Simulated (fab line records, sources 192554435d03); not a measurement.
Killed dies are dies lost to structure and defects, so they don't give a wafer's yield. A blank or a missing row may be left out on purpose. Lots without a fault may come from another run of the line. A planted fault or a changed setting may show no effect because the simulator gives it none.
fab line records | flow n5_finfet
record lots=20 wafers=60 last_day=20
route steps=1938 shown BEOL_M12@1647 BEOL_M13@1659 BEOL_M14@1716
lots that met no fault: from a run of the same line without faults
start_h: hours from the record's first day to the start of the lot's first wafer shown | wait_h: hours since the lot's step before | " the same as in the row above | L1.1+2: a row that stands for several wafers | - no value, or no start given | * or withheld: withheld | < > ~ a bound
route shown NAME@n: a module of which the file shows steps, and the number in the route of the first | usual: mean/standard deviation of fault-free wafers | same: alike in all rows | chamber/n: place in a boat | sites: the reading at each site | _std_site: their standard deviation | _edge_site: outer sites' mean less inner sites' | radius_mm: how far each site lies from the wafer's centre | mask NAME#n: copy n | behind: the tool/chamber that last shaped the wafer | hold: why the lot was held/for how many hours/how that ended | device: the transistor (n, p or np) that didn't switch | end of line: the same wafers' tests at the end of the route | a step without rows: its recipe alone | killed: dies lost to structure and defects at the first sort, not the wafer's yield | map: a wafer's dies, x killed, . not, _ none there
set.NAME: the setting as run; set.NAME@STEP: as run at that earlier step | model.NAME: the simulator's own value behind a step, which no gauge read
steps of the route over a sample of lots; a table a step, a row a wafer
services: from which hour (start_h, from the record's first day; less than 0 if before it) a tool's chamber was out of use, for how many hours, and why
## steps
# step N5_BEOL_M12_PRE_CLEAN_42
# recipe gas=H2/He time_s=30 temp_c=250
# usual heater_power_w=340/38
# columns lot.wafer tool chamber start_h wait_h heater_power_w
L074.4 pvd_sputter-03 - 255.23 0.0 393
L074.5 " - " " 325
L074.6 " - " " 382
L076.1 pvd_sputter-03 - 262.96 0.0 324
L076.2 " - " " 304
L076.5 " - " " 382
L079.1 pvd_sputter-03 - 270.28 0.0 323
L079.2 " - " " 313
L079.6 " - " " 320
L077.1 pvd_sputter-02 - 282.56 0.0 308
L077.3 " - " " 321
L077.5 " - " " 271
L081.3 pvd_sputter-03 - 295.81 0.0 324
L081.4 " - " " 319
L081.5 " - " " 318
L080.1 pvd_sputter-01 - 301.04 0.0 378
L080.3 " - " " 381
L080.6 " - " " 343
L083.1 pvd_sputter-03 - 307.23 0.0 379
L083.5 " - " " 315
L083.6 " - " " 306
L084.1 pvd_sputter-03 - 313.30 0.0 319
L084.3 " - " " 311
L084.6 " - " " 314
L085.1 pvd_sputter-01 - 313.77 0.0 378
L085.2 " - " " 396
L085.6 " - " " 382
L086.3 pvd_sputter-02 - 330.25 0.0 265
L086.4 " - " " 308
L086.5 " - " " 394
L087.3 pvd_sputter-02 - 335.76 0.0 311
L087.5 " - " " 306
L087.6 " - " " 399
L090.2 pvd_sputter-02 - 339.56 0.0 316
L090.3 " - " " 270
L090.4 " - " " 332
L088.1 pvd_sputter-02 - 344.77 0.0 307
L088.2 " - " " 392
L088.5 " - " " 332
L089.1 pvd_sputter-01 - 345.07 0.0 372
L089.3 " - " " 345
L089.4 " - " " 381
L092.2 pvd_sputter-02 - 353.24 0.0 274
L092.5 " - " " 324
L092.6 " - " " 322
L091.3 pvd_sputter-02 - 360.25 0.0 392
L091.5 " - " " 268
L091.6 " - " " 390
L095.2 pvd_sputter-02 - 375.22 0.0 318
L095.3 " - " " 264
L095.5 " - " " 271
L094.1 pvd_sputter-03 - 376.21 0.0 318
L094.5 " - " " 314
L094.6 " - " " 323
L096.1 pvd_sputter-02 - 397.27 0.0 331
L096.3 " - " " 275
L096.5 " - " " 277
L097.1 pvd_sputter-01 - 437.53 0.0 380
L097.2 " - " " 345
L097.3 " - " " 347
# step N5_BEOL_M13_ILD_DEP_00
# recipe material=SiOC target_thk_a=8379.2 temp_c=350 precursor=DEMS/O2 pressure_torr=5 rf_w=500 time_s=166.4
# usual heater_power_w=473/64 showerhead_plenum_p_Torr=5.698/0.019 showerhead_vpp_V=1395/48 throttle_valve_pct=12.2/0.57
# columns lot.wafer tool chamber start_h wait_h heater_power_w showerhead_plenum_p_Torr showerhead_vpp_V throttle_valve_pct
L074.4 pecvd-04 2 257.75 0.1 435 5.716 1402 12.2
L074.5 " 0 " " 473 5.717 1348 12.2
L074.6 " 1 " " 436 5.668 1391 13.4
L076.1 pecvd-02 0 264.47 0.0 597 5.709 1402 11.5
L076.2 " 2 " " 436 5.692 1390 11.5
L076.5 " 2 " " 508 5.680 1410 11.5
L079.1 pecvd-02 2 271.79 0.0 499 5.715 1378 11.2
L079.2 " 1 " " 413 5.680 1420 12.1
L079.6 " 0 " " 482 5.682 1409 11.6
L077.1 pecvd-04 0 283.80 0.0 450 5.710 1355 12.4
L077.3 " 1 " " 418 5.667 1405 13.0
L077.5 " 1 " " 458 5.653 1430 13.3
L081.3 pecvd-03 2 297.05 0.0 456 5.681 1317 11.6
L081.4 " 0 " " 535 5.701 1518 11.8
L081.5 " 2 " " 366 5.691 1335 11.7
L080.1 pecvd-04 2 302.28 0.0 538 5.698 1383 12.1
L080.3 " 0 " " 383 5.720 1363 12.3
L080.6 " 0 " " 424 5.740 1355 12.3
L083.1 pecvd-02 0 308.47 0.0 487 5.687 1366 11.4
L083.5 " 2 " " 506 5.689 1381 11.5
L083.6 " 0 " " 548 5.710 1388 11.8
L084.1 pecvd-04 1 314.54 0.0 423 5.673 1402 13.5
L084.3 " 0 " " 378 5.727 1367 12.5
L084.6 " 2 " " 428 5.715 1394 12.1
L085.1 pecvd-04 1 315.08 0.0 479 5.675 1421 13.2
L085.2 " 0 " " 413 5.722 1368 12.3
L085.6 " 1 " " 488 5.671 1421 13.1
L086.3 pecvd-04 0 331.52 0.0 407 5.729 1392 12.5
L086.4 " 2 " " 432 5.700 1404 12.1
L086.5 " 1 " " 400 5.659 1406 13.1
L087.3 pecvd-03 0 337.01 0.0 509 5.688 1536 11.7
L087.5 " 1 " " 641 5.715 1353 12.0
L087.6 " 0 " " 536 5.695 1517 12.0
L090.2 pecvd-02 1 340.90 0.0 370 5.685 1400 12.4
L090.3 " 0 " " 582 5.706 1415 11.6
L090.4 " 2 " " 507 5.696 1367 11.3
L088.1 pecvd-03 0 346.15 0.0 514 5.702 1514 11.9
L088.2 " 2 " " 459 5.683 1316 11.5
L088.5 " 1 " " 574 5.697 1348 12.4
L089.1 pecvd-02 0 346.38 0.0 534 5.706 1407 11.5
L089.3 " 2 " " 449 5.689 1371 11.3
L089.4 " 0 " " 569 5.690 1410 11.5
L092.2 pecvd-02 2 354.50 0.0 514 5.699 1415 11.6
L092.5 " 0 " " 481 5.701 1413 11.3
L092.6 " 1 " " 323 5.692 1389 12.1
L091.3 pecvd-03 2 362.07 0.0 386 5.688 1299 11.4
L091.5 " 1 " " 584 5.711 1362 12.1
L091.6 " 2 " " 422 5.676 1306 11.6
L095.2 pecvd-03 0 376.67 0.0 538 5.701 1518 11.7
L095.3 " 2 " " 364 5.684 1326 11.9
L095.5 " 2 " " 412 5.677 1328 11.6
L094.1 pecvd-04 1 377.47 0.0 468 5.658 1407 13.2
L094.5 " 0 " " 463 5.729 1361 12.5
L094.6 " 1 " " 487 5.664 1409 13.4
L096.1 pecvd-04 0 398.61 0.0 460 5.710 1353 12.4
L096.3 " 2 " " 512 5.713 1421 12.2
L096.5 " 2 " " 527 5.696 1391 12.3
L097.1 pecvd-03 1 438.80 0.0 572 5.708 1338 12.2
L097.2 " 0 " " 493 5.693 1525 12.0
L097.3 " 2 " " 471 5.698 1335 11.8
# step N5_BEOL_M13_DESCUM_15
# recipe chemistry=O2 time_s=7.9 source_power_w=50 bias_power_w=20 pressure_mtorr=20 rf_frequency_hz=2.712e+07 temp_c=40 o2_flow_sccm=225
# usual chamber_pressure_mTorr=19.998/0.019 drypump_motor_current_A=5.6/0.41 oes_product_au=0.76/0.053 rf_vpp_V=242.7/1.3 showerhead_plenum_p_Torr=2.07/0.073 throttle_valve_pct=20.33/0.16
# columns lot.wafer tool chamber start_h wait_h chamber_pressure_mTorr drypump_motor_current_A oes_product_au rf_hours_counter_h rf_vpp_V showerhead_plenum_p_Torr throttle_valve_pct
L074.4 rie_diel-03 2 258.36 0.0 20.024 6.1 0.74 189 242.6 1.99 20.08
L074.5 " 2 " " 20.012 6.2 0.74 - 240.1 1.99 20.08
L074.6 " 1 " " 19.981 5.4 0.86 - 241.7 2.03 20.16
L076.1 rie_diel-03 2 265.14 0.0 20.016 6.1 0.73 192 240.7 1.99 20.07
L076.2 " 0 " " 20.009 5.5 0.73 191 243.1 2.08 20.35
L076.5 " 1 " " 19.986 5.4 0.84 - 241.1 2.03 20.18
L079.1 rie_diel-03 3 272.46 0.0 20.005 5.1 0.80 118 244.5 2.19 20.41
L079.2 " 1 " " 19.994 5.4 0.85 68 242.4 2.03 20.18
L079.6 " 0 " " 20.032 5.5 0.74 - 243.8 2.08 20.34
L077.1 rie_diel-03 2 284.47 0.0 20.000 6.1 0.72 198 241.3 1.99 20.11
L077.3 " 3 " " 19.973 5.1 0.79 122 243.8 2.19 20.42
L077.5 " 3 " " 19.997 5.1 0.79 - 243.5 2.19 20.41
L081.3 rie_diel-05 0 297.60 0.0 20.016 5.6 0.68 239 243.2 2.07 20.68
L081.4 " 1 " " 20.020 6.5 0.85 40 244.3 2.04 20.27
L081.5 " 3 " " 19.982 6.1 0.73 - 243.3 2.10 20.48
L080.1 rie_diel-03 0 302.83 0.0 19.984 5.5 0.72 204 241.9 2.08 20.35
L080.3 " 3 " " 19.980 5.1 0.79 128 243.3 2.19 20.40
L080.6 " 0 " " 19.988 5.5 0.73 - 243.2 2.08 20.36
L083.1 rie_diel-05 0 309.02 0.0 19.975 5.6 0.69 242 242.3 2.07 20.67
L083.5 " 0 " " 19.998 5.6 0.69 - 241.9 2.07 20.70
L083.6 " 1 " " 19.993 6.5 0.85 - 242.3 2.04 20.29
L084.1 rie_diel-03 1 315.11 0.0 20.027 5.4 0.84 82 242.4 2.02 20.18
L084.3 " 0 " " 19.981 5.4 0.73 208 241.5 2.08 20.37
L084.6 " 2 " " 19.990 6.1 0.72 - 242.0 1.98 20.09
L085.1 rie_diel-06 3 315.75 0.0 19.964 5.7 0.73 191 243.6 2.15 20.32
L085.2 " 2 " " 19.995 6.0 0.74 148 243.8 2.11 20.77
L085.6 " 1 " " 20.024 5.5 0.76 - 239.9 1.92 20.54
L086.3 rie_diel-03 2 332.07 0.0 20.006 6.1 0.71 213 241.6 1.98 20.12
L086.4 " 3 " " 19.977 5.1 0.77 137 244.6 2.18 20.44
L086.5 " 1 " " 20.030 5.4 0.82 - 241.5 2.02 20.19
L087.3 rie_diel-03 2 337.56 0.0 19.983 6.1 0.72 215 241.3 1.98 20.12
L087.5 " 3 " " 19.949 5.1 0.78 - 243.4 2.18 20.44
L087.6 " 2 " " 19.998 6.2 0.71 - 240.0 1.98 20.12
L090.2 rie_diel-05 3 341.57 0.2 19.999 6.1 0.72 199 243.3 2.09 20.51
L090.3 " 1 " " 20.044 6.5 0.83 53 242.1 2.04 20.28
L090.4 " 2 " " 19.977 4.9 0.80 - 243.5 2.11 20.31
L088.1 rie_diel-03 2 346.82 0.0 19.993 6.1 0.71 218 241.9 1.98 20.13
L088.2 " 3 " " 19.978 5.1 0.77 143 245.3 2.18 20.45
L088.5 " 1 " " 19.987 5.4 0.82 - 241.5 2.02 20.21
L089.1 rie_diel-03 0 347.12 0.1 19.990 5.5 0.72 218 242.9 2.07 20.38
L089.3 " 2 " " 20.035 6.1 0.71 218 242.2 1.98 20.13
L089.4 " 1 " " 20.018 5.4 0.82 92 242.8 2.02 20.22
L092.2 rie_diel-03 0 355.37 0.2 20.016 5.5 0.72 221 242.5 2.07 20.38
L092.5 " 3 " " 19.978 5.1 0.77 - 243.8 2.18 20.45
L092.6 " 0 " " 20.004 5.5 0.72 - 242.9 2.07 20.38
L091.3 rie_diel-06 0 362.61 0.0 20.001 5.9 0.71 216 243.5 2.15 20.27
L091.5 " 3 " " 19.982 5.7 0.71 - 244.7 2.14 20.34
L091.6 " 0 " " 20.037 5.9 0.70 - 243.1 2.15 20.26
L095.2 rie_diel-03 1 377.32 0.1 19.973 5.3 0.82 98 242.1 2.02 20.21
L095.3 " 3 " " 20.012 5.1 0.76 154 244.3 2.18 20.47
L095.5 " 3 " " 20.040 5.1 0.76 - 245.6 2.18 20.47
L094.1 rie_diel-05 0 378.03 0.0 19.980 5.6 0.94 8 242.6 2.06 20.35
L094.5 " 1 " " 19.969 6.5 0.82 - 242.2 2.04 20.31
L094.6 " 0 " " 20.008 5.6 0.93 - 241.7 2.06 20.35
L096.1 rie_diel-03 3 399.15 0.0 20.003 5.1 0.75 161 243.9 2.17 20.47
L096.3 " 0 " " 20.037 5.5 0.71 235 242.2 2.07 20.41
L096.5 " 2 " " 19.963 6.1 0.71 - 241.8 1.97 20.15
L097.1 rie_diel-03 2 439.54 0.2 19.996 6.1 0.68 244 241.4 1.97 20.16
L097.2 " 1 " " 19.979 5.4 0.80 114 240.5 2.01 20.24
L097.3 " 0 " " 19.995 5.5 0.69 245 241.9 2.06 20.43
# step N5_BEOL_M13_ETCH_59
# recipe chemistry=N2/H2 target=BARC target_depth_a=890 overetch_a=267 time_s=67.9 ion_energy_ev=200 pressure_mtorr=30 source_w=840 bias_w=150 n2_flow_sccm=200 h2_flow_sccm=200
# usual chamber_pressure_mTorr=29.999/0.03 drypump_motor_current_A=5.6/0.41 oes_product_au=0.65/0.043 rf_vpp_V=523.1/2.6 showerhead_plenum_p_Torr=2.51/0.089 throttle_valve_pct=17.78/0.21
# columns lot.wafer tool chamber start_h wait_h chamber_pressure_mTorr drypump_motor_current_A oes_product_au rf_hours_counter_h rf_vpp_V showerhead_plenum_p_Torr throttle_valve_pct
L074.4 rie_diel-03 2 258.39 0.0 29.958 6.1 0.62 189 522.4 2.43 17.58
L074.5 " 2 " " 29.984 6.2 0.63 - 520.3 2.43 17.57
L074.6 " 1 " " 29.969 5.4 0.72 - 522.7 2.45 17.45
L076.1 rie_diel-03 2 265.18 0.0 30.020 6.2 0.63 192 522.1 2.43 17.57
L076.2 " 0 " " 30.035 5.5 0.63 191 524.0 2.53 17.77
L076.5 " 1 " " 30.039 5.4 0.71 - 520.3 2.45 17.46
L079.1 rie_diel-03 3 272.49 0.0 29.991 5.1 0.68 118 526.6 2.66 17.92
L079.2 " 1 " " 30.044 5.4 0.70 68 521.6 2.45 17.47
L079.6 " 0 " " 30.002 5.5 0.63 - 523.0 2.53 17.80
L077.1 rie_diel-03 2 284.50 0.0 30.023 6.1 0.62 198 521.2 2.42 17.60
L077.3 " 3 " " 29.987 5.1 0.68 122 527.4 2.66 17.94
L077.5 " 3 " " 30.024 5.1 0.68 - 527.4 2.66 17.94
L081.3 rie_diel-05 0 297.63 0.0 29.960 5.6 0.60 239 523.3 2.50 18.04
L081.4 " 1 " " 29.985 6.5 0.73 40 523.7 2.48 17.71
L081.5 " 3 " " 29.979 6.1 0.63 - 523.2 2.54 17.99
L080.1 rie_diel-03 0 302.86 0.0 29.995 5.5 0.62 204 523.6 2.53 17.78
L080.3 " 3 " " 30.006 5.1 0.68 128 527.5 2.66 17.93
L080.6 " 0 " " 30.033 5.5 0.62 - 522.5 2.53 17.78
L083.1 rie_diel-05 0 309.05 0.0 29.963 5.6 0.59 242 522.9 2.50 18.05
L083.5 " 0 " " 30.037 5.6 0.59 - 523.6 2.50 18.04
L083.6 " 1 " " 30.011 6.5 0.72 - 522.3 2.48 17.71
L084.1 rie_diel-03 1 315.14 0.0 30.016 5.4 0.70 82 523.0 2.45 17.48
L084.3 " 0 " " 29.998 5.5 0.61 208 523.8 2.52 17.81
L084.6 " 2 " " 29.941 6.1 0.61 - 519.8 2.42 17.61
L085.1 rie_diel-06 3 315.78 0.0 29.956 5.7 0.62 191 526.2 2.62 17.82
L085.2 " 2 " " 29.968 6.1 0.64 148 522.9 2.55 18.24
L085.6 " 1 " " 30.009 5.5 0.64 - 516.8 2.35 18.18
L086.3 rie_diel-03 2 332.10 0.0 29.963 6.1 0.61 213 518.9 2.42 17.61
L086.4 " 3 " " 30.010 5.1 0.67 137 526.9 2.65 17.96
L086.5 " 1 " " 30.036 5.4 0.69 - 522.9 2.44 17.51
L087.3 rie_diel-03 2 337.59 0.0 29.978 6.1 0.61 215 518.0 2.42 17.61
L087.5 " 3 " " 29.975 5.1 0.66 - 526.8 2.65 17.98
L087.6 " 2 " " 29.970 6.1 0.61 - 518.8 2.42 17.62
L090.2 rie_diel-05 3 341.61 0.0 29.962 6.1 0.63 199 524.0 2.53 18.03
L090.3 " 1 " " 29.993 6.5 0.71 53 521.7 2.47 17.71
L090.4 " 2 " " 30.041 4.9 0.69 - 525.0 2.57 17.67
L088.1 rie_diel-03 2 346.85 0.0 30.017 6.1 0.60 218 520.8 2.41 17.62
L088.2 " 3 " " 29.996 5.1 0.66 143 526.9 2.65 17.95
L088.5 " 1 " " 29.957 5.4 0.68 - 520.9 2.44 17.51
L089.1 rie_diel-03 0 347.15 0.0 30.028 5.5 0.61 218 523.5 2.52 17.81
L089.3 " 2 " " 30.008 6.1 0.60 218 519.7 2.41 17.63
L089.4 " 1 " " 30.030 5.4 0.70 92 521.1 2.44 17.51
L092.2 rie_diel-03 0 355.42 0.0 29.984 5.5 0.62 221 521.5 2.52 17.83
L092.5 " 3 " " 29.990 5.1 0.66 - 526.2 2.65 17.98
L092.6 " 0 " " 29.967 5.5 0.61 - 522.8 2.52 17.83
L091.3 rie_diel-06 0 362.65 0.0 30.027 5.9 0.61 216 527.7 2.63 17.80
L091.5 " 3 " " 30.019 5.7 0.61 - 527.4 2.61 17.85
L091.6 " 0 " " 30.016 5.9 0.61 - 526.6 2.63 17.79
L095.2 rie_diel-03 1 377.35 0.0 30.008 5.4 0.68 98 521.5 2.44 17.50
L095.3 " 3 " " 30.015 5.1 0.65 154 526.1 2.65 17.99
L095.5 " 3 " " 30.030 5.1 0.65 - 527.2 2.65 17.98
L094.1 rie_diel-05 0 378.07 0.0 30.025 5.6 0.80 8 523.3 2.49 17.67
L094.5 " 1 " " 30.007 6.5 0.71 - 521.8 2.47 17.74
L094.6 " 0 " " 29.996 5.6 0.80 - 522.0 2.49 17.67
L096.1 rie_diel-03 3 399.19 0.0 29.947 5.1 0.66 161 526.2 2.64 18.00
L096.3 " 0 " " 29.983 5.5 0.60 235 522.0 2.51 17.83
L096.5 " 2 " " 29.995 6.1 0.61 - 520.7 2.41 17.66
L097.1 rie_diel-03 2 439.57 0.0 30.044 6.1 0.59 244 519.7 2.40 17.69
L097.2 " 1 " " 29.965 5.4 0.67 114 521.8 2.43 17.54
L097.3 " 0 " " 29.979 5.5 0.59 246 523.8 2.51 17.87
# step N5_BEOL_M13_TRENCH_ETCH_34
# recipe chemistry=C4F8/O2/Ar target=SiOC target_depth_a=4134.7 mask_material=SOC pressure_mtorr=30 source_w=3000 bias_w=700 Ar_flow_sccm=400 C4F8_flow_sccm=15 O2_flow_sccm=8 he_inner_torr=15 he_outer_torr=30 time_s=162.6 ion_energy_ev=250
# usual C4F8_flow_sccm=15.00/0.047 O2_flow_sccm=7.997/0.024 chamber_pressure_mTorr=30.002/0.027 drypump_motor_current_A=5.7/0.44 oes_product_au=0.76/0.059 rf_vpp_V=665/3.3 showerhead_plenum_p_Torr=3.39/0.12 throttle_valve_pct=24.14/0.2
# columns lot.wafer tool chamber start_h wait_h C4F8_flow_sccm O2_flow_sccm chamber_pressure_mTorr drypump_motor_current_A oes_product_au rf_hours_counter_h rf_vpp_V showerhead_plenum_p_Torr throttle_valve_pct
L074.4 rie_diel-05 2 259.71 0.0 14.98 7.998 29.989 4.8 0.83 74 668 3.49 24.19
L074.5 " 1 " " 14.96 7.997 30.035 6.5 0.87 - 664 3.35 24.05
L074.6 " 0 " " 15.04 7.995 30.012 5.6 0.68 - 664 3.36 24.25
L076.1 rie_diel-05 1 266.69 0.0 15.03 7.998 30.013 6.5 0.85 32 664 3.35 24.05
L076.2 " 3 " " 14.94 8.005 30.018 6.1 0.74 176 664 3.40 24.08
L076.5 " 2 " " 14.99 7.998 29.961 4.9 0.82 - 666 3.48 24.17
L079.1 rie_diel-06 3 273.93 0.0 14.97 7.980 30.001 5.7 0.73 182 670 3.55 24.26
L079.2 " 1 " " 14.92 7.995 29.973 5.5 0.78 146 660 3.14 24.20
L079.6 " 0 " " 15.08 7.953 30.017 5.9 0.72 - 669 3.50 23.88
L077.1 rie_diel-03 1 285.81 0.0 15.03 7.978 29.992 5.4 0.83 73 663 3.34 24.05
L077.3 " 2 " " 14.92 7.980 29.990 6.1 0.72 198 661 3.27 23.88
L077.5 " 0 " " 15.04 8.014 30.006 5.5 0.73 - 664 3.37 23.91
L081.3 rie_diel-06 2 299.07 0.0 14.97 8.010 29.997 6.0 0.75 143 665 3.44 24.52
L081.4 " 0 " " 14.93 8.013 29.962 5.9 0.71 - 668 3.50 23.89
L081.5 " 1 " " 15.05 7.968 30.012 5.5 0.78 - 658 3.14 24.20
L080.1 rie_diel-05 3 304.17 0.0 14.95 7.969 30.010 6.1 0.74 188 666 3.39 24.13
L080.3 " 0 " " 14.98 8.033 30.016 5.6 0.68 241 665 3.36 24.26
L080.6 " 0 " " 14.94 8.006 30.020 5.6 0.68 - 666 3.36 24.28
L083.1 rie_diel-03 0 310.52 0.0 15.03 7.972 30.038 5.5 0.72 207 664 3.36 23.93
L083.5 " 2 " " 14.96 7.973 30.009 6.1 0.71 - 660 3.27 23.90
L083.6 " 1 " " 14.92 7.999 30.066 5.4 0.82 - 662 3.33 24.06
L084.1 rie_diel-03 1 316.58 0.0 14.99 8.006 29.966 5.4 0.82 83 662 3.33 24.05
L084.3 " 2 " " 14.95 8.020 30.079 6.1 0.71 208 661 3.27 23.91
L084.6 " 2 " " 15.04 8.030 30.005 6.1 0.71 - 660 3.27 23.90
L085.1 rie_diel-05 1 317.22 0.0 15.01 8.018 30.009 6.5 0.85 45 665 3.34 24.08
L085.2 " 0 " " 15.00 8.003 29.992 5.6 0.69 245 664 3.35 24.28
L085.6 " 2 " " 15.03 7.961 30.002 4.9 0.82 - 666 3.48 24.21
L086.3 rie_diel-03 3 333.42 0.0 14.99 8.024 29.973 5.1 0.78 138 668 3.56 24.28
L086.4 " 1 " " 15.09 7.988 29.968 5.4 0.82 88 664 3.33 24.07
L086.5 " 0 " " 15.03 8.035 30.004 5.5 0.73 - 665 3.36 23.93
L087.3 rie_diel-06 3 339.03 0.0 15.00 7.992 29.992 5.7 0.71 199 668 3.54 24.29
L087.5 " 0 " " 15.03 8.035 30.032 5.9 0.70 - 669 3.49 23.92
L087.6 " 3 " " 15.03 7.967 29.952 5.7 0.72 - 669 3.54 24.29
L090.2 rie_diel-03 3 343.05 0.0 15.04 8.019 29.980 5.1 0.78 142 670 3.56 24.28
L090.3 " 2 " " 14.91 8.016 30.010 6.2 0.71 217 662 3.26 23.91
L090.4 " 0 " " 14.95 8.019 30.003 5.5 0.72 217 665 3.36 23.93
L088.1 rie_diel-06 3 348.16 0.0 15.12 7.964 30.014 5.7 0.71 201 667 3.54 24.29
L088.2 " 2 " " 15.03 7.989 30.004 6.0 0.74 158 665 3.43 24.55
L088.5 " 0 " " 14.98 8.003 30.033 5.9 0.71 - 668 3.49 23.90
L089.1 rie_diel-03 3 348.47 0.0 14.97 8.005 30.009 5.1 0.76 143 670 3.56 24.27
L089.3 " 0 " " 14.98 7.969 30.011 5.5 0.72 219 664 3.36 23.96
L089.4 " 1 " " 14.97 8.064 29.978 5.4 0.82 93 663 3.33 24.08
L092.2 rie_diel-05 0 356.86 0.0 15.00 8.016 30.019 5.6 0.96 3 663 3.35 24.01
L092.5 " 0 " " 14.95 8.024 29.993 5.6 0.96 - 664 3.35 24.00
L092.6 " 1 " " 15.07 8.001 30.029 6.5 0.82 - 664 3.34 24.09
L091.3 rie_diel-06 2 364.09 0.0 15.01 7.996 30.024 6.0 0.72 164 666 3.43 24.56
L091.5 " 3 " " 15.04 8.006 29.949 5.7 0.70 - 669 3.54 24.31
L091.6 " 2 " " 15.03 8.007 29.991 6.0 0.73 - 665 3.43 24.56
L095.2 rie_diel-05 3 378.73 0.0 14.99 8.013 30.016 6.1 0.72 210 665 3.38 24.15
L095.3 " 0 " " 14.96 7.981 29.970 5.6 0.92 8 666 3.35 24.01
L095.5 " 1 " " 14.96 8.031 30.040 6.5 0.82 - 664 3.33 24.09
L094.1 rie_diel-05 2 379.89 0.0 15.01 8.023 30.037 4.9 0.81 108 665 3.47 24.23
L094.5 " 2 " " 14.98 8.012 29.968 4.9 0.80 - 667 3.47 24.22
L094.6 " 1 " " 15.00 7.985 29.945 6.5 0.82 - 663 3.33 24.09
L096.1 rie_diel-03 1 400.59 0.0 14.95 8.021 30.016 5.4 0.80 105 663 3.32 24.09
L096.3 " 3 " " 14.99 7.970 30.018 5.1 0.76 161 668 3.55 24.30
L096.5 " 2 " " 14.98 7.957 29.980 6.2 0.70 - 661 3.25 23.94
L097.1 rie_diel-06 2 440.88 0.0 14.96 8.040 29.996 6.1 0.71 183 665 3.42 24.58
L097.2 " 1 " " 14.94 8.005 30.035 5.6 0.75 190 658 3.12 24.25
L097.3 " 3 " " 15.06 8.013 30.019 5.7 0.70 224 668 3.53 24.32
# step N5_BEOL_M14_ILD_DEP_00
# recipe material=SiO2 target_thk_a=11193 temp_c=400 precursor=TEOS/O2 pressure_torr=6.5 rf_w=900 teos_flow_sccm=161.4 gas=O2 flow_sccm=2650 time_s=237.4
# usual heater_power_w=563/100 showerhead_plenum_p_Torr=8.35/0.034 showerhead_vpp_V=1877/43 throttle_valve_pct=18.6/0.7
# columns lot.wafer tool chamber start_h wait_h heater_power_w showerhead_plenum_p_Torr showerhead_vpp_V throttle_valve_pct
L074.4 pecvd-01 1 263.73 0.1 539 8.32 1936 19.1
L074.5 " 2 " " 505 8.37 1841 18.0
L074.6 " 0 " " 784 8.35 1885 18.8
L076.1 pecvd-01 0 269.47 0.0 775 8.36 1901 18.6
L076.2 " 1 " " 503 8.34 1961 19.0
L076.5 " 1 " " 398 8.32 1996 18.9
L079.1 pecvd-02 0 278.17 0.0 680 8.36 1857 18.2
L079.2 " 1 " " 445 8.33 1867 19.1
L079.6 " 0 " " 550 8.35 1865 18.2
L077.1 pecvd-02 0 288.10 0.0 656 8.35 1904 17.7
L077.3 " 2 " " 607 8.33 1872 17.9
L077.5 " 2 " " 472 8.34 1836 17.8
L081.3 pecvd-02 0 301.99 0.0 655 8.38 1894 17.9
L081.4 " 1 " " 347 8.32 1894 19.0
L081.5 " 0 " " 698 8.36 1879 17.8
L080.1 pecvd-02 2 306.53 0.0 507 8.34 1857 17.8
L080.3 " 1 " " 426 8.35 1866 19.0
L080.6 " 2 " " 579 8.34 1866 18.0
L083.1 pecvd-04 1 315.40 0.0 496 8.27 1909 20.7
L083.5 " 2 " " 584 8.39 1901 18.7
L083.6 " 1 " " 547 8.27 1938 20.6
L084.1 pecvd-01 0 321.03 0.0 666 8.34 1867 18.5
L084.3 " 1 " " 506 8.31 1969 18.9
L084.6 " 0 " " 713 8.34 1876 18.7
L085.1 pecvd-01 2 321.88 0.0 658 8.38 1839 18.5
L085.2 " 1 " " 503 8.32 1936 18.6
L085.6 " 2 " " 503 8.37 1826 17.9
L086.3 pecvd-02 2 335.46 0.0 601 8.35 1864 18.0
L086.4 " 0 " " 545 8.36 1885 17.9
L086.5 " 2 " " 476 8.31 1859 17.9
L087.3 pecvd-01 0 346.96 0.0 735 8.35 1901 18.6
L087.5 " 2 " " 629 8.38 1815 18.5
L087.6 " 0 " " 600 8.34 1902 18.6
L090.2 pecvd-02 0 347.27 0.0 681 8.37 1891 18.1
L090.3 " 1 " " 436 8.29 1887 18.7
L090.4 " 1 " " 465 8.33 1857 19.1
L088.1 pecvd-01 0 353.83 0.0 787 8.35 1869 18.3
L088.2 " 2 " " 645 8.37 1810 18.1
L088.5 " 1 " " 525 8.30 1954 18.9
L089.1 pecvd-04 2 354.28 0.0 587 8.40 1875 19.0
L089.3 " 0 " " 548 8.43 1824 19.5
L089.4 " 0 " " 424 8.44 1859 19.2
L092.2 pecvd-02 1 362.82 0.0 397 8.33 1876 19.2
L092.5 " 0 " " 681 8.37 1881 18.2
L092.6 " 2 " " 490 8.33 1828 17.8
L091.3 pecvd-02 0 368.30 0.0 675 8.36 1857 18.1
L091.5 " 1 " " 462 8.33 1852 19.0
L091.6 " 0 " " 553 8.36 1860 18.1
L095.2 pecvd-01 0 381.61 0.0 680 8.34 1900 18.6
L095.3 " 2 " " 526 8.36 1831 18.2
L095.5 " 1 " " 394 8.31 1943 19.2
L094.1 pecvd-01 2 382.74 0.0 532 8.34 1841 18.2
L094.5 " 1 " " 480 8.33 1973 19.0
L094.6 " 2 " " 598 8.36 1847 18.3
L096.1 pecvd-01 2 404.02 0.0 593 8.36 1866 18.4
L096.3 " 2 " " 644 8.38 1843 18.2
L096.5 " 2 " " 502 8.36 1837 18.5
L097.1 pecvd-04 2 444.73 0.0 610 8.41 1859 18.9
L097.2 " 1 " " 434 8.28 1878 20.6
L097.3 " 0 " " 512 8.44 1850 19.3
## services
# columns tool chamber start_h hours kind
pecvd-02 0 235.04 5.5 scheduled_down
rie_diel-05 0 241.22 3.8 repair
pecvd-03 - 262.15 0.7 repair
rie_diel-06 3 291.19 8.3 repair
pecvd-01 1 294.60 5.9 repair
pvd_sputter-02 - 301.83 7.9 repair
rie_diel-05 0 320.99 2.0 repair
pecvd-01 2 323.02 8.5 repair
pecvd-02 1 329.19 4.8 repair
rie_diel-06 1 332.37 8.2 repair
rie_diel-05 0 334.81 - clean
rie_diel-05 0 334.81 - consumable_replace:focus_ring
rie_diel-05 0 334.81 13.4 scheduled_down
rie_diel-05 0 334.81 13.4 vent_cycle
rie_diel-03 1 353.01 10.2 repair
rie_diel-03 2 354.84 6.4 repair
pecvd-02 1 373.23 14.0 repair
pecvd-03 - 384.77 0.5 repair
pvd_sputter-02 - 394.40 1.9 repair
pvd_sputter-01 - 397.65 1.0 repair
rie_diel-05 3 398.86 1.8 repair
rie_diel-06 3 407.97 4.8 repair
pecvd-01 1 426.10 12.0 repair
pecvd-02 - 432.38 0.2 repair
## key
fault none
